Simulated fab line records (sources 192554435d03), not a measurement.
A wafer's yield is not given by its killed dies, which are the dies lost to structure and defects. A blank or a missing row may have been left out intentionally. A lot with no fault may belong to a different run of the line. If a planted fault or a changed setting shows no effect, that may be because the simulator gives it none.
Which tool is to blame? ; flow n5Finfet ; 24 lots, 72 wafers sampled, at 3 steps of a route of 1938

WHAT THE GAUGES SHOWED, per wafer
N5_BEOL_M0_OCD_MEAS_108. Usual: trenchDepthNm 32.7 nm, standard deviation 0.51.
lot;measured;on;trenchDepthNm (nm);flag
L074;day 6 00:12;ocd-02;32.7 32.9 32.9;
L075;day 6 09:53;ocd-02;32.1 33.1 31.9;
L076;day 6 14:02;ocd-02;33.0 33.5 33.3;
L077;day 6 16:49;ocd-02;33.7 33.4 32.9;
L078;day 7 00:48;ocd-02;32.8 33.4 32.6;
L079;day 7 04:28;ocd-02;32.4 32.6 32.8;
L080;day 7 11:43;ocd-02;32.6 31.9 33.1;
L081;day 7 17:17;ocd-01;32.5 32.4 32.3;
L082;day 8 04:58;ocd-02;32.8 33.0 32.3;
L083;day 8 06:20;ocd-01;32.7 33.4 33.3;
L084;day 8 16:16;ocd-01;32.6 32.7 32.5;
L085;day 8 20:59;ocd-01;32.6 31.8 32.4;
L086;day 9 00:50;ocd-01;33.5 32.7 32.5;
L087;day 9 03:49;ocd-02;34.0 34.2 32.6;
L088;day 9 12:32;ocd-01;32.6 31.9 32.9;
L089;day 9 19:28;ocd-01;33.3 32.7 33.2;
L090;day 9 20:28;ocd-01;33.0 32.6 33.5;
L091;day 10 03:52;ocd-02;32.4 32.5 32.9;
L092;day 10 09:34;ocd-02;31.7 33.0 32.5;
L093;day 10 16:41;ocd-01;32.0 32.7 32.1;
L094;day 10 20:40;ocd-01;32.8 32.4 32.6;
L095;day 10 23:25;ocd-02;33.2 33.7 32.6;
L096;day 11 07:59;ocd-01;32.4 32.6 32.2;
L097;day 11 10:10;ocd-02;32.3 32.2 32.9;

WHICH TOOL RAN EACH LOT (tool, then ch and the chambers of the sampled wafers, then the start)
lot;N5_BEOL_M0_SAQP_STRIP_75;N5_BEOL_M0_CUTY_ETCH_62
L074;rieDiel-03 ch 0,1,3, day 5 21:06;rieDiel-01 ch 0,1, day 5 21:38
L075;rieDiel-04 ch 0,1,3, day 6 05:44;rieDiel-01 ch 0,1,3, day 6 07:25
L076;rieDiel-05 ch 0,1,2, day 6 10:19;rieDiel-02 ch 0,2,3, day 6 11:52
L077;rieDiel-05 ch 0,2,3, day 6 12:23;rieDiel-01 ch 0,3, day 6 13:56
L078;rieDiel-04 ch 0,2,3, day 6 23:31;rieDiel-02 ch 0,1,3, day 7 00:02
L079;rieDiel-04 ch 1,2,3, day 7 02:42;rieDiel-06 ch 2,3, day 7 03:05
L080;rieDiel-04 ch 1,2,3, day 7 10:17;rieDiel-06 ch 0,1, day 7 10:48
L081;rieDiel-03 ch 0,1,3, day 7 13:16;rieDiel-06 ch 0,2, day 7 13:47
L082;rieDiel-03 ch 0,1,2, day 8 01:00;rieDiel-01 ch 1,3, day 8 01:31
L083;rieDiel-04 ch 0,1,3, day 8 04:44;rieDiel-02 ch 0,1,2, day 8 05:24
L084;rieDiel-03 ch 0,1,2, day 8 14:08;rieDiel-01 ch 1,2,3, day 8 14:39
L085;rieDiel-05 ch 1,2, day 8 18:52;rieDiel-02 ch 2,3, day 8 19:38
L086;rieDiel-04 ch 1,2,3, day 8 23:23;rieDiel-01 ch 0,2,3, day 8 23:46
L087;rieDiel-05 ch 0,1,2, day 9 01:35;rieDiel-02 ch 1,2,3, day 9 02:31
L088;rieDiel-05 ch 0,1,2, day 9 06:12;rieDiel-02 ch 0,1,2, day 9 07:01
L089;rieDiel-05 ch 0,1,2, day 9 15:53;rieDiel-02 ch 0,1,2, day 9 16:35
L090;rieDiel-05 ch 0,1, day 9 18:23;rieDiel-02 ch 0,1, day 9 18:56
L091;rieDiel-03 ch 2,3, day 10 01:22;rieDiel-01 ch 0,1,2, day 10 01:59
L092;rieDiel-05 ch 2,3, day 10 07:07;rieDiel-06 ch 0,2,3, day 10 07:31
L093;rieDiel-03 ch 0,1, day 10 15:09;rieDiel-01 ch 0,1,3, day 10 15:40
L094;rieDiel-05 ch 0,2,3, day 10 16:05;rieDiel-02 ch 0,3, day 10 16:30
L095;rieDiel-03 ch 0,1,3, day 10 21:24;rieDiel-06 ch 0,1,2, day 10 21:55
L096;rieDiel-05 ch 0,1, day 11 04:24;rieDiel-02 ch 0,3, day 11 04:55
L097;rieDiel-03 ch 0,3, day 11 08:28;rieDiel-02 ch 0,1, day 11 09:01
- N5_BEOL_M0_SAQP_STRIP_75: strips in CF4.
- N5_BEOL_M0_CUTY_ETCH_62: etches SiARC in CF4, time 58.5 s.

WHAT THE TOOLS THEMSELVES READ (means of the sampled wafers that have a number; where no wafer has one, the mark that the record gives instead)
N5_BEOL_M0_SAQP_STRIP_75. Usual: drypumpMotorCurrentA 5.6 A, standard deviation 0.47; oesProductAu 0.182 a.u., standard deviation 0.024; rfFwdPowerW 294.0 W, standard deviation 1.7; rfVppV 271.0 V, standard deviation 1.5; showerheadPlenumPTorr 1.78 Torr, standard deviation 0.059; throttleValvePct 13.48 %, standard deviation 0.29.
lot;tool;drypumpMotorCurrentA (A);oesProductAu (a.u.);rfFwdPowerW (W);rfVppV (V);showerheadPlenumPTorr (Torr);throttleValvePct (%);flag
L074;rieDiel-03;5.3;0.176;294.9;272.0;1.82;13.79;
L075;rieDiel-04;5.4;0.174;293.2;269.7;1.73;13.57;
L076;rieDiel-05;5.7;0.179;294.4;270.8;1.79;13.33;
L077;rieDiel-05;5.4;0.177;293.4;272.3;1.81;13.30;
L078;rieDiel-04;5.8;0.172;293.6;270.1;1.75;13.70;
L079;rieDiel-04;5.8;0.168;294.3;269.7;1.75;13.72;
L080;rieDiel-04;5.8;0.168;293.5;269.9;1.75;13.72;
L081;rieDiel-03;5.3;0.176;294.5;270.5;1.81;13.83;
L082;rieDiel-03;5.7;0.179;294.0;272.5;1.84;13.67;
L083;rieDiel-04;5.4;0.169;292.3;270.5;1.72;13.60;
L084;rieDiel-03;5.7;0.177;293.2;272.5;1.83;13.69;
L085;rieDiel-05;5.7;0.155;294.2;271.5;1.79;13.54;
L086;rieDiel-04;5.8;0.170;294.4;270.5;1.75;13.74;
L087;rieDiel-05;5.7;0.171;293.4;270.8;1.78;13.39;
L088;rieDiel-05;5.6;0.173;294.4;270.2;1.78;13.39;
L089;rieDiel-05;5.7;0.166;293.3;270.2;1.78;13.40;
L090;rieDiel-05;5.7;0.175;294.3;269.5;1.73;13.39;
L091;rieDiel-03;5.8;0.201;294.6;271.1;1.79;13.45;
L092;rieDiel-05;5.5;0.173;292.3;270.9;1.82;13.34;
L093;rieDiel-03;5.4;0.208;293.9;272.0;1.81;13.45;
L094;rieDiel-05;5.4;0.189;292.5;272.2;1.80;13.17;
L095;rieDiel-03;5.3;0.207;294.9;271.3;1.81;13.49;
L096;rieDiel-05;5.7;0.218;295.1;273.1;1.86;13.02;
L097;rieDiel-03;5.5;0.212;297.0;270.8;1.76;13.40;

N5_BEOL_M0_CUTY_ETCH_62. Usual: for drypumpMotorCurrentA, 5.6 A with a standard deviation of 0.48; for etchRfOnTimeS, 58.2 s with a standard deviation of 0.95; for oesProductAu, 0.70 a.u. with a standard deviation of 0.057; for rfFwdPowerW, 537.2 W with a standard deviation of 2.8; for rfVppV, 184.1 V with a standard deviation of 1.1; for showerheadPlenumPTorr, 2.15 Torr with a standard deviation of 0.072; for throttleValvePct, 15.56 % with a standard deviation of 0.2.
lot;tool;drypumpMotorCurrentA (A);etchRfOnTimeS (s);oesProductAu (a.u.);rfFwdPowerW (W);rfVppV (V);showerheadPlenumPTorr (Torr);throttleValvePct (%);flag
L074;rieDiel-01;5.8;57.9;0.62;535.1;183.1;2.08;15.83;
L075;rieDiel-01;5.7;58.3;0.67;539.4;183.0;2.09;15.72;
L076;rieDiel-02;5.4;58.1;0.73;537.7;185.0;2.17;15.43;
L077;rieDiel-01;5.8;58.6;0.71;536.7;182.7;2.08;15.63;
L078;rieDiel-02;5.4;57.9;0.74;538.8;183.8;2.15;15.43;
L079;rieDiel-06;5.3;58.1;0.77;539.3;184.7;2.26;15.50;
L080;rieDiel-06;6.2;59.1;0.72;537.4;184.1;2.14;15.57;
L081;rieDiel-06;5.4;57.6;0.78;541.1;185.3;2.26;15.52;
L082;rieDiel-01;5.6;59.2;0.68;539.1;184.2;2.10;15.63;
L083;rieDiel-02;5.7;57.6;0.72;534.3;184.2;2.20;15.36;
L084;rieDiel-01;5.8;59.2;0.71;538.2;183.5;2.10;15.59;
L085;rieDiel-02;5.4;57.9;0.70;536.0;184.9;2.19;15.51;
L086;rieDiel-01;6.0;59.1;0.71;537.4;184.0;2.07;15.63;
L087;rieDiel-02;5.3;57.3;0.71;534.6;185.3;2.16;15.51;
L088;rieDiel-02;5.7;57.3;0.71;536.6;184.4;2.20;15.39;
L089;rieDiel-02;5.7;57.6;0.71;534.3;185.1;2.20;15.39;
L090;rieDiel-02;5.7;57.1;0.72;535.1;184.5;2.17;15.37;
L091;rieDiel-01;5.9;58.3;0.66;535.4;183.1;2.09;15.74;
L092;rieDiel-06;5.3;58.3;0.73;540.5;185.5;2.25;15.51;
L093;rieDiel-01;5.7;59.1;0.62;539.0;182.0;2.08;15.81;
L094;rieDiel-02;5.4;58.1;0.70;538.4;184.2;2.14;15.48;
L095;rieDiel-06;5.8;58.5;0.71;539.4;184.7;2.19;15.60;
L096;rieDiel-02;5.5;58.5;0.69;536.2;184.4;2.14;15.48;
L097;rieDiel-02;5.7;58.0;0.69;534.5;183.8;2.17;15.42;

THE ANSWER, worked out from the rows above alone
Rule: a lot is off if the mean of its wafers that have a number lies more than 3 standard deviations from the usual mean. Also off: a lot with no number at a reading for which 4 or more lots have one. Any other lot the step has rows for is counted as sound. After the gauges, taken in route order, come the tools' own readings; for these a lot's mean is taken, as printed above. At the first step where some lot is off, the reading lying furthest off is the one used; lots without a number count as furthest.
No lot is off on any of the readings shown, so nothing can be concluded from this.

WHAT WAS PUT IN BY THE SIMULATOR
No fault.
